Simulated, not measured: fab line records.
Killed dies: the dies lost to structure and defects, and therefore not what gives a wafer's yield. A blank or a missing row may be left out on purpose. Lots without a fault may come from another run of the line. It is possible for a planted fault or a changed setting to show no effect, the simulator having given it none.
Chamber matching || flow n5Finfet || rieDiel-05 running N5_MOL_CONTACT_COAG_ETCH_106: 4 sister chambers
The step etches SOC in N2/H2, target depth 80 nm, overetch 16 nm, time 120 s. 22 wafers are shown with their chamber, then 11 later ones without.

EACH WAFER AND ITS CHAMBER
{"wafer": "L074.1", "chamber": 1, "drypumpMotorCurrentA (A)": 5.2, "showerheadPlenumPTorr (Torr)": 2.54, "throttleValvePct (%)": 17.85}
{"wafer": "L074.3", "chamber": 2, "drypumpMotorCurrentA (A)": 5.6, "showerheadPlenumPTorr (Torr)": 2.64, "throttleValvePct (%)": 17.44}
{"wafer": "L074.6", "chamber": 2, "drypumpMotorCurrentA (A)": 5.7, "showerheadPlenumPTorr (Torr)": 2.64, "throttleValvePct (%)": 17.42}
{"wafer": "L076.1", "chamber": 2, "drypumpMotorCurrentA (A)": 5.7, "showerheadPlenumPTorr (Torr)": 2.64, "throttleValvePct (%)": 17.44}
{"wafer": "L076.4", "chamber": 1, "drypumpMotorCurrentA (A)": 5.2, "showerheadPlenumPTorr (Torr)": 2.54, "throttleValvePct (%)": 17.85}
{"wafer": "L076.6", "chamber": 1, "drypumpMotorCurrentA (A)": 5.2, "showerheadPlenumPTorr (Torr)": 2.54, "throttleValvePct (%)": 17.88}
{"wafer": "L078.1", "chamber": 3, "drypumpMotorCurrentA (A)": 5.2, "showerheadPlenumPTorr (Torr)": 2.50, "throttleValvePct (%)": 18.20}
{"wafer": "L078.2", "chamber": 1, "drypumpMotorCurrentA (A)": 5.2, "showerheadPlenumPTorr (Torr)": 2.54, "throttleValvePct (%)": 17.90}
{"wafer": "L078.5", "chamber": 1, "drypumpMotorCurrentA (A)": 5.2, "showerheadPlenumPTorr (Torr)": 2.54, "throttleValvePct (%)": 17.87}
{"wafer": "L082.1", "chamber": 0, "drypumpMotorCurrentA (A)": 5.7, "showerheadPlenumPTorr (Torr)": 2.52, "throttleValvePct (%)": 17.83}
{"wafer": "L082.2", "chamber": 1, "drypumpMotorCurrentA (A)": 5.2, "showerheadPlenumPTorr (Torr)": 2.53, "throttleValvePct (%)": 17.89}
{"wafer": "L082.5", "chamber": 2, "drypumpMotorCurrentA (A)": 5.6, "showerheadPlenumPTorr (Torr)": 2.63, "throttleValvePct (%)": 17.49}
{"wafer": "L084.1", "chamber": 1, "drypumpMotorCurrentA (A)": 5.2, "showerheadPlenumPTorr (Torr)": 2.53, "throttleValvePct (%)": 17.91}
{"wafer": "L084.2", "chamber": 2, "drypumpMotorCurrentA (A)": 5.7, "showerheadPlenumPTorr (Torr)": 2.63, "throttleValvePct (%)": 17.48}
{"wafer": "L084.3", "chamber": 0, "drypumpMotorCurrentA (A)": 5.7, "showerheadPlenumPTorr (Torr)": 2.52, "throttleValvePct (%)": 17.83}
{"wafer": "L086.1", "chamber": 1, "drypumpMotorCurrentA (A)": 5.2, "showerheadPlenumPTorr (Torr)": 2.53, "throttleValvePct (%)": 17.90}
{"wafer": "L086.2", "chamber": 0, "drypumpMotorCurrentA (A)": 5.7, "showerheadPlenumPTorr (Torr)": 2.52, "throttleValvePct (%)": 17.84}
{"wafer": "L086.4", "chamber": 2, "drypumpMotorCurrentA (A)": 5.7, "showerheadPlenumPTorr (Torr)": 2.63, "throttleValvePct (%)": 17.48}
{"wafer": "L088.2", "chamber": 1, "drypumpMotorCurrentA (A)": 5.2, "showerheadPlenumPTorr (Torr)": 2.53, "throttleValvePct (%)": 17.92}
{"wafer": "L088.3", "chamber": 3, "drypumpMotorCurrentA (A)": 5.2, "showerheadPlenumPTorr (Torr)": 2.49, "throttleValvePct (%)": 17.85}
{"wafer": "L088.5", "chamber": 3, "drypumpMotorCurrentA (A)": 5.2, "showerheadPlenumPTorr (Torr)": 2.49, "throttleValvePct (%)": 17.85}
{"wafer": "L089.2", "chamber": 3, "drypumpMotorCurrentA (A)": 5.2, "showerheadPlenumPTorr (Torr)": 2.49, "throttleValvePct (%)": 17.84}

SIGNATURES, as means of the wafers listed above
{"reading": "drypumpMotorCurrentA", "chamber 0": 5.700, "chamber 1": 5.200, "chamber 2": 5.667, "chamber 3": 5.200, "scatter within a chamber": 0.0272}
{"reading": "showerheadPlenumPTorr", "chamber 0": 2.5200, "chamber 1": 2.5356, "chamber 2": 2.6350, "chamber 3": 2.4925, "scatter within a chamber": 0.00498}
{"reading": "throttleValvePct", "chamber 0": 17.8333, "chamber 1": 17.8856, "chamber 2": 17.4583, "chamber 3": 17.9350, "scatter within a chamber": 0.0756}
Rule: distance of a wafer from a chamber = root of the sum over the readings of ((wafer's reading minus chamber's mean) / reading's scatter) squared. If the next closest chamber is less than 2 further off than the closest, the wafer can't be placed; otherwise it belongs to the closest. The scatter: take each reading less its chamber's mean, square it, sum over the shown wafers, divide by the number of wafers less the number of chambers, and take the root.

WAFERS WITH NO CHAMBER GIVEN
{"wafer": "L089.5", "drypumpMotorCurrentA (A)": 5.2, "showerheadPlenumPTorr (Torr)": 2.49, "throttleValvePct (%)": 17.86}
{"wafer": "L089.6", "drypumpMotorCurrentA (A)": 5.7, "showerheadPlenumPTorr (Torr)": 2.52, "throttleValvePct (%)": 17.85}
{"wafer": "L093.2", "drypumpMotorCurrentA (A)": 5.2, "showerheadPlenumPTorr (Torr)": 2.52, "throttleValvePct (%)": 17.93}
{"wafer": "L093.5", "drypumpMotorCurrentA (A)": 5.7, "showerheadPlenumPTorr (Torr)": 2.52, "throttleValvePct (%)": 17.86}
{"wafer": "L093.6", "drypumpMotorCurrentA (A)": 5.2, "showerheadPlenumPTorr (Torr)": 2.49, "throttleValvePct (%)": 17.86}
{"wafer": "L094.3", "drypumpMotorCurrentA (A)": 5.2, "showerheadPlenumPTorr (Torr)": 2.48, "throttleValvePct (%)": 17.88}
{"wafer": "L094.4", "drypumpMotorCurrentA (A)": 5.7, "showerheadPlenumPTorr (Torr)": 2.62, "throttleValvePct (%)": 17.49}
{"wafer": "L094.5", "drypumpMotorCurrentA (A)": 5.7, "showerheadPlenumPTorr (Torr)": 2.52, "throttleValvePct (%)": 17.85}
{"wafer": "L096.1", "drypumpMotorCurrentA (A)": 5.2, "showerheadPlenumPTorr (Torr)": 2.52, "throttleValvePct (%)": 17.94}
{"wafer": "L096.2", "drypumpMotorCurrentA (A)": 5.2, "showerheadPlenumPTorr (Torr)": 2.48, "throttleValvePct (%)": 17.89}
{"wafer": "L096.5", "drypumpMotorCurrentA (A)": 5.2, "showerheadPlenumPTorr (Torr)": 2.48, "throttleValvePct (%)": 17.89}

CHAMBER TAKEN BY EACH
{"wafer": "L089.5", "from the rows above": 3, "in truth": 3}
{"wafer": "L089.6", "from the rows above": 0, "in truth": 0}
{"wafer": "L093.2", "from the rows above": 1, "in truth": 1}
{"wafer": "L093.5", "from the rows above": 0, "in truth": 0}
{"wafer": "L093.6", "from the rows above": 3, "in truth": 3}
{"wafer": "L094.3", "from the rows above": 3, "in truth": 3}
{"wafer": "L094.4", "from the rows above": 2, "in truth": 2}
{"wafer": "L094.5", "from the rows above": 0, "in truth": 0}
{"wafer": "L096.1", "from the rows above": 1, "in truth": 1}
{"wafer": "L096.2", "from the rows above": 3, "in truth": 3}
{"wafer": "L096.5", "from the rows above": 3, "in truth": 3}
Placed correctly: 11 of 11. From these rows, 0 cannot be placed. Number placed wrongly: 0.
